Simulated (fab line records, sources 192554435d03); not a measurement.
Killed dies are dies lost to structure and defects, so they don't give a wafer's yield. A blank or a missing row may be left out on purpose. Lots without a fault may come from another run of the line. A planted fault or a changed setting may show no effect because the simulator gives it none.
fab line records | flow n5_finfet
record lots=9 wafers=27 last_day=20
route steps=1938 shown BEOL_M2@910 BEOL_M4@1111 PASSIVATION@1936
lots that met no fault: from a run of the same line without faults
start_h: hours from the record's first day to the start of the lot's first wafer shown | wait_h: hours since the lot's step before | " the same as in the row above | L1.1+2: a row that stands for several wafers | - no value, or no start given | * or withheld: withheld | < > ~ a bound
route shown NAME@n: a module of which the file shows steps, and the number in the route of the first | usual: mean/standard deviation of fault-free wafers | same: alike in all rows | chamber/n: place in a boat | sites: the reading at each site | _std_site: their standard deviation | _edge_site: outer sites' mean less inner sites' | radius_mm: how far each site lies from the wafer's centre | mask NAME#n: copy n | behind: the tool/chamber that last shaped the wafer | hold: why the lot was held/for how many hours/how that ended | device: the transistor (n, p or np) that didn't switch | end of line: the same wafers' tests at the end of the route | a step without rows: its recipe alone | killed: dies lost to structure and defects at the first sort, not the wafer's yield | map: a wafer's dies, x killed, . not, _ none there
set.NAME: the setting as run; set.NAME@STEP: as run at that earlier step | model.NAME: the simulator's own value behind a step, which no gauge read
steps of the route over a sample of lots; a table a step, a row a wafer
services: from which hour (start_h, from the record's first day; less than 0 if before it) a tool's chamber was out of use, for how many hours, and why
## steps
# step N5_BEOL_M2_SPUTTER_86
# recipe material=Cu target_thk_a=45 temp_c=-20 chamber_pressure_pa=0.07 power_w=withheld time_s=8.29
# usual chamber_pressure_pa=0.06999/0.00013 chuck_gas_flow_sccm=1.26/0.055 chuck_sensor_temp_C=-15.9/0.68 substrate_temp_c=-20.00/0.099 throttle_valve_pct=29.8/0.77
# columns lot.wafer tool chamber start_h wait_h chamber_pressure_pa chuck_gas_flow_sccm chuck_sensor_temp_C substrate_temp_c throttle_valve_pct
L124.2 pvd_sputter-01 - 154.48 0.1 0.06992 1.21 -15.5 -20.17 28.4
L124.4 " - " " 0.06982 1.29 -15.1 -20.11 30.4
L124.5 " - " " 0.07003 1.34 -15.5 -20.13 28.2
L130.2 pvd_sputter-02 - 189.98 0.1 0.06995 1.27 -17.0 -20.03 29.9
L130.3 " - " " 0.06987 1.23 -16.4 -19.90 30.1
L130.4 " - " " 0.06998 1.24 -17.3 -19.94 29.8
L131.3 pvd_sputter-02 - 194.32 0.1 0.06996 1.28 -17.0 -19.95 29.6
L131.5 " - " " 0.06989 1.24 -17.5 -20.12 29.9
L131.6 " - " " 0.07006 1.27 -15.0 -20.10 28.9
L132.1 pvd_sputter-01 - 233.11 0.1 0.07011 1.23 -15.4 -19.98 31.3
L132.3 " - " " 0.06989 1.28 -15.5 -19.95 28.4
L132.5 " - " " 0.07019 1.27 -15.4 -19.94 31.0
L133.3 pvd_sputter-01 - 235.37 0.1 0.07011 1.26 -15.7 -20.02 31.2
L133.5 " - " " 0.07006 1.25 -15.6 -19.86 30.9
L133.6 " - " " 0.06997 1.29 -15.1 -20.07 29.9
L141.3 pvd_sputter-03 - 266.11 0.1 0.07001 1.24 -16.5 -20.05 30.6
L141.4 " - " " 0.07009 1.40 -15.6 -20.18 29.1
L141.5 " - " " 0.06985 1.24 -16.0 -20.06 29.5
L143.1 pvd_sputter-01 - 277.97 0.1 0.06989 1.21 -15.5 -20.05 31.4
L143.2 " - " " 0.06997 1.28 -15.5 -19.89 28.3
L143.6 " - " " 0.07023 1.25 -14.8 -19.92 30.3
L145.1 pvd_sputter-02 - 278.82 0.1 0.07008 1.31 -17.1 -20.06 29.8
L145.2 " - " " 0.06978 1.25 -17.5 -20.17 29.7
L145.4 " - " " 0.06987 1.25 -15.1 -20.01 29.2
L146.1 pvd_sputter-01 - 286.80 0.1 0.06995 1.24 -15.7 -19.88 28.1
L146.2 " - " " 0.06991 1.25 -15.5 -20.07 30.1
L146.4 " - " " 0.06996 1.13 -15.3 -19.97 31.0
# step N5_BEOL_M2_SPUTTER_92
# recipe material=Cu target_thk_a=45 temp_c=-20 chamber_pressure_pa=0.07 power_w=withheld time_s=8.29
# usual chamber_pressure_pa=0.06996/0.00012 chuck_gas_flow_sccm=1.26/0.052 chuck_sensor_temp_C=-15.9/0.67 substrate_temp_c=-20.00/0.11 throttle_valve_pct=29.8/0.79
# columns lot.wafer tool chamber start_h wait_h chamber_pressure_pa chuck_gas_flow_sccm chuck_sensor_temp_C substrate_temp_c throttle_valve_pct
L124.2 pvd_sputter-01 - 155.17 0.1 0.06967 1.23 -15.6 -20.06 28.4
L124.4 " - " " 0.06998 1.32 -15.3 -19.97 30.0
L124.5 " - " " 0.07008 1.29 -15.6 -20.17 28.2
L130.2 pvd_sputter-02 - 190.64 0.1 0.07023 1.28 -17.0 -19.98 29.5
L130.3 " - " " 0.07 1.24 -16.3 -20.00 30.3
L130.4 " - " " 0.07007 1.31 -17.3 -20.14 30.1
L131.3 pvd_sputter-02 - 194.98 0.1 0.06982 1.28 -17.0 -20.15 29.5
L131.5 " - " " 0.06987 1.31 -17.4 -20.02 30.0
L131.6 " - " " 0.06981 1.15 -15.2 -19.98 29.1
L132.1 pvd_sputter-01 - 233.77 0.1 0.06983 1.13 -15.5 -20.07 31.2
L132.3 " - " " 0.06982 1.32 -15.5 -20.20 28.2
L132.5 " - " " 0.06993 1.22 -15.6 -20.15 31.1
L133.3 pvd_sputter-01 - 236.03 0.1 0.0701 1.25 -15.2 -19.93 31.2
L133.5 " - " " 0.06998 1.12 -15.4 -19.96 31.3
L133.6 " - " " 0.06996 1.20 -15.3 -20.08 30.0
L141.3 pvd_sputter-03 - 266.77 0.1 0.07005 1.25 -16.6 -20.15 30.9
L141.4 " - " " 0.07034 1.30 -15.8 -20.02 29.3
L141.5 " - " " 0.06997 1.26 -16.0 -20.00 29.3
L143.1 pvd_sputter-01 - 278.63 0.1 0.06996 1.21 -15.6 -19.95 31.2
L143.2 " - " " 0.06982 1.37 -15.5 -19.92 28.1
L143.6 " - " " 0.06997 1.19 -15.3 -20.18 30.2
L145.1 pvd_sputter-02 - 279.48 0.1 0.07007 1.27 -17.0 -20.17 29.8
L145.2 " - " " 0.06994 1.26 -17.3 -20.05 29.7
L145.4 " - " " 0.06973 1.27 -15.2 -20.00 28.8
L146.1 pvd_sputter-01 - 287.46 0.1 0.07028 1.33 -15.4 -20.04 28.3
L146.2 " - " " 0.07004 1.34 -15.4 -19.99 30.1
L146.4 " - " " 0.07001 1.25 -15.4 -19.92 31.2
# step N5_BEOL_M2_ANNEAL_93
# recipe temp_c=400 time_s=240 ambient=vacuum
# usual heater_power_w=835/74
# columns lot.wafer tool chamber start_h wait_h heater_power_w
L124.2 pvd_sputter-01 - 155.25 0.0 853
L124.4 " - " " 717
L124.5 " - " " 841
L130.2 pvd_sputter-02 - 190.72 0.0 978
L130.3 " - " " 821
L130.4 " - " " 800
L131.3 pvd_sputter-02 - 195.06 0.0 930
L131.5 " - " " 797
L131.6 " - " " 896
L132.1 pvd_sputter-01 - 233.85 0.0 844
L132.3 " - " " 828
L132.5 " - " " 833
L133.3 pvd_sputter-01 - 236.11 0.0 845
L133.5 " - " " 822
L133.6 " - " " 729
L141.3 pvd_sputter-03 - 266.85 0.0 731
L141.4 " - " " 829
L141.5 " - " " 803
L143.1 pvd_sputter-01 - 278.71 0.0 833
L143.2 " - " " 841
L143.6 " - " " 710
L145.1 pvd_sputter-02 - 279.56 0.0 936
L145.2 " - " " 810
L145.4 " - " " 907
L146.1 pvd_sputter-01 - 287.54 0.0 841
L146.2 " - " " 859
L146.4 " - " " 817
# step N5_BEOL_M2_SPUTTER_94
# recipe material=Cu target_thk_a=45 temp_c=-20 chamber_pressure_pa=0.07 power_w=withheld time_s=8.29
# usual chamber_pressure_pa=0.06998/0.00015 chuck_gas_flow_sccm=1.27/0.055 chuck_sensor_temp_C=-15.9/0.68 substrate_temp_c=-20.02/0.12 throttle_valve_pct=29.7/0.77
# columns lot.wafer tool chamber start_h wait_h chamber_pressure_pa chuck_gas_flow_sccm chuck_sensor_temp_C substrate_temp_c throttle_valve_pct
L124.2 pvd_sputter-01 - 155.39 0.1 0.07001 1.28 -15.5 -20.04 28.2
L124.4 " - " " 0.06995 1.29 -14.9 -20.11 30.1
L124.5 " - " " 0.07014 1.20 -15.7 -19.80 28.1
L130.2 pvd_sputter-02 - 190.86 0.1 - - - - -
L130.3 " - " " - - - - -
L130.4 " - " " - - - - -
L131.3 pvd_sputter-02 - 195.20 0.1 - - - - -
L131.5 " - " " - - - - -
L131.6 " - " " - - - - -
L132.1 pvd_sputter-01 - 233.99 0.1 - - - - -
L132.3 " - " " - - - - -
L132.5 " - " " - - - - -
L133.3 pvd_sputter-01 - 236.25 0.1 0.07005 1.29 -15.5 -19.90 31.1
L133.5 " - " " 0.06994 1.28 -15.4 -19.94 31.2
L133.6 " - " " 0.07011 1.33 -14.9 -20.12 30.2
L141.3 pvd_sputter-03 - 266.99 0.1 0.06996 1.27 -16.6 -20.09 30.6
L141.4 " - " " 0.06999 1.33 -15.7 -20.09 29.1
L141.5 " - " " 0.06983 1.25 -16.0 -20.20 29.3
L143.1 pvd_sputter-01 - 278.85 0.1 0.06993 1.34 -15.3 -19.80 31.2
L143.2 " - " " 0.07005 1.25 -15.8 -19.92 28.4
L143.6 " - " " 0.0699 1.34 -15.1 -19.96 30.1
L145.1 pvd_sputter-02 - 279.70 0.1 0.07007 1.18 -17.0 -20.11 29.6
L145.2 " - " " 0.07004 1.17 -17.4 -20.11 30.0
L145.4 " - " " 0.06996 1.26 -15.0 -19.99 28.9
L146.1 pvd_sputter-01 - 287.68 0.1 0.07005 1.32 -15.5 -19.91 28.2
L146.2 " - " " 0.07013 1.24 -15.6 -20.05 30.1
L146.4 " - " " 0.07017 1.31 -15.5 -20.12 31.1
# step N5_BEOL_M4_RC_MEAS_101
# usual DIBL_N=36.0/1.9 DIBL_P=35.6/2.2 IOFF_N=0.15/0.031 IOFF_P=0.19/0.032 ION_N=668/11 ION_P=455/7.2 SS_N=71.5/0.65 SS_P=73.4/0.64 VT_N=251/3.6 VT_P=-253/3.3
# columns lot.wafer tool chamber start_h wait_h DIBL_N[mV/V] DIBL_P[mV/V] IOFF_N[nA/um] IOFF_P[nA/um] ION_N[uA/um] ION_P[uA/um] SS_N[mV/dec] SS_P[mV/dec] VT_N[mV] VT_P[mV]
L124.2 prober-02 0 193.89 0.2 35.0 34.2 0.11 0.14 661 445 72.1 72.7 258 -259
L124.4 " 0 " " 35.1 34.4 0.12 0.14 658 444 71.0 72.9 254 -256
L124.5 " 0 " " 36.2 36.1 0.13 0.16 669 453 71.8 73.5 252 -258
L130.2 prober-01 0 246.14 0.2 35.6 33.8 0.12 0.16 663 451 71.1 72.4 253 -256
L130.3 " 0 " " 35.2 34.4 0.12 0.16 653 453 70.9 73.9 254 -254
L130.4 " 0 " " 37.1 36.4 0.16 0.20 662 452 71.8 73.0 251 -253
L131.3 prober-02 0 248.01 0.3 34.0 33.2 0.12 0.19 650 452 71.2 72.7 255 -251
L131.5 " 0 " " 34.2 32.6 0.12 0.17 660 453 71.1 72.7 257 -255
L131.6 " 0 " " 32.9 32.8 0.11 0.17 665 458 71.4 72.7 254 -254
L132.1 prober-02 0 277.22 0.0 33.7 33.8 0.13 0.17 657 458 71.4 72.4 254 -252
L132.3 " 0 " " 35.4 35.8 0.15 0.20 668 461 71.9 73.1 248 -252
L132.5 " 0 " " 32.5 33.3 0.12 0.17 651 450 71.5 72.8 256 -252
L133.3 prober-01 0 288.47 0.3 33.1 33.0 0.11 0.17 663 455 70.5 72.5 251 -254
L133.5 " 0 " " 33.8 33.7 0.12 0.17 661 454 71.3 73.3 250 -253
L133.6 " 0 " " 32.3 31.0 0.10 0.14 658 449 70.5 73.1 255 -256
L141.3 prober-02 0 313.97 0.3 39.8 39.7 0.22 0.24 700 467 71.8 74.1 248 -250
L141.4 " 0 " " 38.8 38.4 0.18 0.24 674 462 72.7 74.6 248 -252
L141.5 " 0 " " 38.1 37.0 0.17 0.20 671 458 71.4 73.9 250 -253
L143.1 prober-02 0 322.43 0.0 35.0 34.7 0.14 0.19 672 460 71.3 73.9 254 -254
L143.2 " 0 " " 35.7 34.8 0.15 0.18 666 452 72.6 74.2 251 -253
L143.6 " 0 " " 36.2 35.4 0.14 0.19 658 449 71.9 73.3 256 -252
L145.1 prober-02 0 333.71 0.0 33.1 33.5 0.11 0.13 662 444 70.6 72.9 259 -262
L145.2 " 0 " " 34.7 35.8 0.13 0.16 666 443 71.6 73.6 255 -262
L145.4 " 0 " " 34.6 37.0 0.14 0.17 665 449 71.9 74.3 252 -259
L146.1 prober-01 0 361.52 0.0 34.9 33.6 0.13 0.17 671 460 71.2 73.1 250 -252
L146.2 " 0 " " 34.3 33.6 0.12 0.18 653 451 70.9 73.2 254 -253
L146.4 " 0 " " 37.0 36.7 0.16 0.24 684 469 71.4 74.6 248 -246
# step N5_PASSIVATION_PROBE_49
# usual defect_limited_yield=91.3/1.4 killed_at_M0_to_M3=34/10 killed_at_M4_up=14/5.5 killed_at_contacts=12/6 killed_at_front_end=40/10 killed_at_other=3.0/2.4 killed_dies=103/17 killed_open=68/13 killed_short=34/7.8 sort_bin_5_function=5.1/0.97 sort_bin_6_memory=3.3/0.66 sort_bin_8_speed=0.02/0.12 sort_n_pass=1077/17 sort_yield_pct=91.2/1.4
# same gross_dies=1180 killed_at_back_side=0 sort_bin_4_leakage[%]=0
# columns lot.wafer tool chamber start_h wait_h defect_limited_yield[%] killed_at_M0_to_M3 killed_at_M4_up killed_at_contacts killed_at_front_end killed_at_other killed_dies killed_open killed_short sort_bin_5_function[%] sort_bin_6_memory[%] sort_bin_8_speed[%] sort_n_pass sort_yield_pct[%]
L130.2 prober-01 - 346.34 0.1 91.3 34 13 26 29 1 103 78 21 5.2 3.6 0 1077 91.3
L130.3 prober-01 - 346.39 0.1 92.5 37 9 21 20 2 89 63 23 3.2 4.2 0 1091 92.5
L130.4 prober-01 - 346.44 0.2 91.5 36 18 17 27 2 100 64 28 5.3 3.1 0 1080 91.5
L131.3 prober-01 - 356.71 0.1 90.4 45 13 15 35 5 113 72 30 5.8 3.6 0 1067 90.4
L131.5 prober-01 - 356.81 0.2 90.1 39 23 14 40 1 117 74 33 5.3 4.4 0 1063 90.1
L131.6 prober-01 - 356.86 0.3 90.8 30 18 19 40 2 109 79 25 5.7 3.5 0 1071 90.8
L132.1 prober-02 - 378.47 0.0 92.4 30 11 11 34 4 90 56 27 3.6 3.8 0 1090 92.4
L132.3 prober-02 - 378.57 0.1 93.0 30 13 7 33 0 83 42 34 4.2 2.4 0 1097 93.0
L132.5 prober-02 - 378.67 0.2 90.6 48 9 10 41 3 111 60 44 5.8 3.1 0 1069 90.6
# killed by level:class
L130.2 MOL_CONTACT_COAG:geometric_particle:open=22 FIN_SAQP:geometric_particle:open=7 BEOL_M3:geometric_particle:open=7 BEOL_M1:geometric_particle:open=6 BEOL_M4:geometric_particle:open=5 STI_FIN_REVEAL:geometric_particle:open=4 MOL_CONTACT_COAG:geometric_particle:short=4 BEOL_M0_SAQP:geometric_particle:open=4
L130.3 MOL_CONTACT_COAG:geometric_particle:open=19 BEOL_M3:geometric_particle:open=8 BEOL_M1:geometric_particle:open=7 BEOL_M0_SAQP:geometric_particle:open=5 BEOL_M0_SAQP:geometric_particle:short=5 STI_FIN_REVEAL:geometric_particle:open=4 BEOL_M2:interface_void_opened=3 FIN_SAQP:geometric_particle:open=3
L130.4 MOL_CONTACT_COAG:geometric_particle:open=14 BEOL_M0_SAQP:geometric_particle:short=9 FIN_SAQP:geometric_particle:open=7 BEOL_M3:geometric_particle:open=7 BEOL_M4:geometric_particle:open=6 GATE_CUT:geometric_particle:short=6 BEOL_M2:interface_void_opened=6 STI_FIN_REVEAL:geometric_particle:open=3
L131.3 BEOL_M2:geometric_particle:open=12 MOL_CONTACT_COAG:geometric_particle:open=11 BEOL_M2:interface_void_opened=8 BEOL_M1:geometric_particle:open=8 FIN_SAQP:geometric_particle:short=5 FIN_SAQP:geometric_particle:open=5 BEOL_M5:geometric_particle:open=5 STI_FIN_REVEAL:geometric_particle:open=4
L131.5 FIN_SAQP:geometric_particle:short=12 MOL_CONTACT_COAG:geometric_particle:open=10 BEOL_M2:geometric_particle:open=9 BEOL_M4:geometric_particle:open=9 FIN_SAQP:geometric_particle:open=8 BEOL_M3:geometric_particle:open=7 STI_FIN_REVEAL:geometric_particle:open=6 BEOL_M1:geometric_particle:open=6
L131.6 FIN_SAQP:geometric_particle:open=13 MOL_CONTACT_COAG:geometric_particle:open=12 FIN_SAQP:geometric_particle:short=7 MOL_CONTACT_COAG:geometric_particle:short=7 BEOL_M2:geometric_particle:open=7 BEOL_M3:geometric_particle:open=7 STI_FIN_REVEAL:geometric_particle:open=6 BEOL_M1:geometric_particle:open=6
L132.1 STI_FIN_REVEAL:geometric_particle:open=14 BEOL_M2:geometric_particle:open=8 MOL_CONTACT_COAG:geometric_particle:open=6 BEOL_M0_SAQP:geometric_particle:short=6 MOL_CONTACT_COAG:geometric_particle:short=5 BEOL_M4:geometric_particle:open=5 GATE_CUT:geometric_particle:short=4 STARTING-WAFER:geometric_particle:open=4
L132.3 BEOL_M2:interface_void_opened=7 GATE_CUT:geometric_particle:short=6 MOL_CONTACT_COAG:geometric_particle:open=6 BEOL_M4:geometric_particle:open=6 STARTING-WAFER:geometric_particle:short=6 STI_FIN_REVEAL:geometric_particle:open=5 BEOL_M0_SAQP:geometric_particle:open=5 BEOL_M2:geometric_particle:short=5
L132.5 FIN_SAQP:geometric_particle:short=14 BEOL_M2:geometric_particle:open=12 MOL_CONTACT_COAG:geometric_particle:open=9 BEOL_M0_SAQP:geometric_particle:short=9 BEOL_M3:geometric_particle:open=8 FIN_SAQP:geometric_particle:open=6 BEOL_M2:interface_void_opened=6 STI_FIN_REVEAL:geometric_particle:open=5
## services
# columns tool chamber start_h hours kind
pvd_sputter-01 - 133.60 1.9 repair
pvd_sputter-01 - 143.27 4.6 repair
## key
first_sign step=N5_BEOL_M2_SPUTTER_94 reading=tool_record direction=missing
effect none on later readings
met_at N5_BEOL_M2_SPUTTER_94
struck_lots L130,L131,L132
not_acting_at N5_BEOL_M2_SPUTTER_86,N5_BEOL_M2_SPUTTER_92,N5_BEOL_M2_ANNEAL_93
onset_between 155.39 190.86
fault kind=skipped_step_whole tool=pvd_sputter-01,pvd_sputter-02 chamber=- onset_h=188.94 steps=N5_BEOL_M2_SPUTTER_94 scope=struck_lots_only
